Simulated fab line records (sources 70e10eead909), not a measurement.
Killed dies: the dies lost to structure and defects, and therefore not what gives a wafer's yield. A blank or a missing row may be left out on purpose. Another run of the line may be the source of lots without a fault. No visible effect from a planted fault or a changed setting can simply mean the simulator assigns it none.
Chamber matching :: flow nand harc :: NHARC_P_STI_ETCH_42 on rie diel-11: 4 sister chambers
The step etches the open film in N2/H2, target depth 80 nm, overetch 24 nm, time 61 s. 18 wafers are shown with their chamber, then 9 later ones without.

## WAFERS, EACH WITH ITS CHAMBER
wafer: L075.3
chamber: 3
rf vpp V (V): 436
oes product au (a.u.): 0.991
rf fwd power W (W): 395.5

wafer: L075.4
chamber: 1
rf vpp V (V): 431
oes product au (a.u.): 1.010
rf fwd power W (W): 394.2

wafer: L075.6
chamber: 2
rf vpp V (V): 428
oes product au (a.u.): 1.016
rf fwd power W (W): 395.0

wafer: L077.1
chamber: 3
rf vpp V (V): 434
oes product au (a.u.): 0.986
rf fwd power W (W): 397.5

wafer: L077.5
chamber: 3
rf vpp V (V): 435
oes product au (a.u.): 0.981
rf fwd power W (W): 395.7

wafer: L077.6
chamber: 0
rf vpp V (V): 427
oes product au (a.u.): 0.999
rf fwd power W (W): 394.5

wafer: L081.1
chamber: 1
rf vpp V (V): 432
oes product au (a.u.): 1.013
rf fwd power W (W): 392.6

wafer: L081.2
chamber: 0
rf vpp V (V): 426
oes product au (a.u.): 1.003
rf fwd power W (W): 394.9

wafer: L081.6
chamber: 2
rf vpp V (V): 427
oes product au (a.u.): 1.015
rf fwd power W (W): 393.2

wafer: L085.1
chamber: 1
rf vpp V (V): 434
oes product au (a.u.): 1.015
rf fwd power W (W): 393.4

wafer: L085.4
chamber: 2
rf vpp V (V): 427
oes product au (a.u.): 1.014
rf fwd power W (W): 394.7

wafer: L085.6
chamber: 2
rf vpp V (V): 426
oes product au (a.u.): 1.024
rf fwd power W (W): 393.2

wafer: L086.1
chamber: 1
rf vpp V (V): 431
oes product au (a.u.): 1.014
rf fwd power W (W): 395.2

wafer: L086.5
chamber: 2
rf vpp V (V): 427
oes product au (a.u.): 1.021
rf fwd power W (W): 393.5

wafer: L086.6
chamber: 3
rf vpp V (V): 434
oes product au (a.u.): 0.988
rf fwd power W (W): 396.1

wafer: L088.2
chamber: 0
rf vpp V (V): 427
oes product au (a.u.): 0.978
rf fwd power W (W): 395.4

wafer: L088.3
chamber: 1
rf vpp V (V): 432
oes product au (a.u.): 1.010
rf fwd power W (W): 393.7

wafer: L088.6
chamber: 2
rf vpp V (V): 428
oes product au (a.u.): 1.009
rf fwd power W (W): 396.0

SIGNATURES (means of the wafers above)
reading: rf vpp V
chamber 0: 426.67
chamber 1: 432.00
chamber 2: 427.17
chamber 3: 434.75
scatter within a chamber: 0.935

reading: oes product au
chamber 0: 0.99333
chamber 1: 1.01240
chamber 2: 1.01650
chamber 3: 0.98650
scatter within a chamber: 0.00642

reading: rf fwd power W
chamber 0: 394.933
chamber 1: 393.820
chamber 2: 394.267
chamber 3: 396.200
scatter within a chamber: 0.97
Rule: a wafer lies at a distance from a chamber equal to the root of the sum of squares, over the readings, of (its reading less the chamber's mean, divided by the reading's scatter). If the next closest chamber is less than 2 further off than the closest, the wafer can't be placed; otherwise it belongs to the closest. The scatter is the square root of a quotient: the sum, over the shown wafers, of each reading's squared deviation from its chamber's mean, divided by wafers minus chambers.

## WAFERS WITH NO CHAMBER GIVEN
wafer: L092.4
rf vpp V (V): 428
oes product au (a.u.): 1.005
rf fwd power W (W): 394.2

wafer: L092.5
rf vpp V (V): 427
oes product au (a.u.): 1.007
rf fwd power W (W): 392.5

wafer: L092.6
rf vpp V (V): 435
oes product au (a.u.): 0.993
rf fwd power W (W): 397.9

wafer: L093.1
rf vpp V (V): 427
oes product au (a.u.): 1.001
rf fwd power W (W): 394.6

wafer: L093.3
rf vpp V (V): 434
oes product au (a.u.): 0.998
rf fwd power W (W): 397.2

wafer: L093.4
rf vpp V (V): 428
oes product au (a.u.): 1.009
rf fwd power W (W): 396.6

wafer: L096.3
rf vpp V (V): 426
oes product au (a.u.): 0.998
rf fwd power W (W): 396.2

wafer: L096.4
rf vpp V (V): 427
oes product au (a.u.): 1.015
rf fwd power W (W): 394.5

wafer: L096.6
rf vpp V (V): 433
oes product au (a.u.): 0.994
rf fwd power W (W): 396.9

## WHICH CHAMBER EACH WENT THROUGH
wafer: L092.4
from the rows above: can't be placed: 2 or 0
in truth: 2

wafer: L092.5
from the rows above: can't be placed: 2 or 0
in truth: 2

wafer: L092.6
from the rows above: 3
in truth: 3

wafer: L093.1
from the rows above: can't be placed: 0 or 2
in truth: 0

wafer: L093.3
from the rows above: 3
in truth: 3

wafer: L093.4
from the rows above: can't be placed: 2 or 0
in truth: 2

wafer: L096.3
from the rows above: 0
in truth: 0

wafer: L096.4
from the rows above: 2
in truth: 2

wafer: L096.6
from the rows above: 3
in truth: 3
Placed correctly: 5 of 9. These rows do not allow placing 4 (true chamber among the candidates in 4). Number placed wrongly: 0.
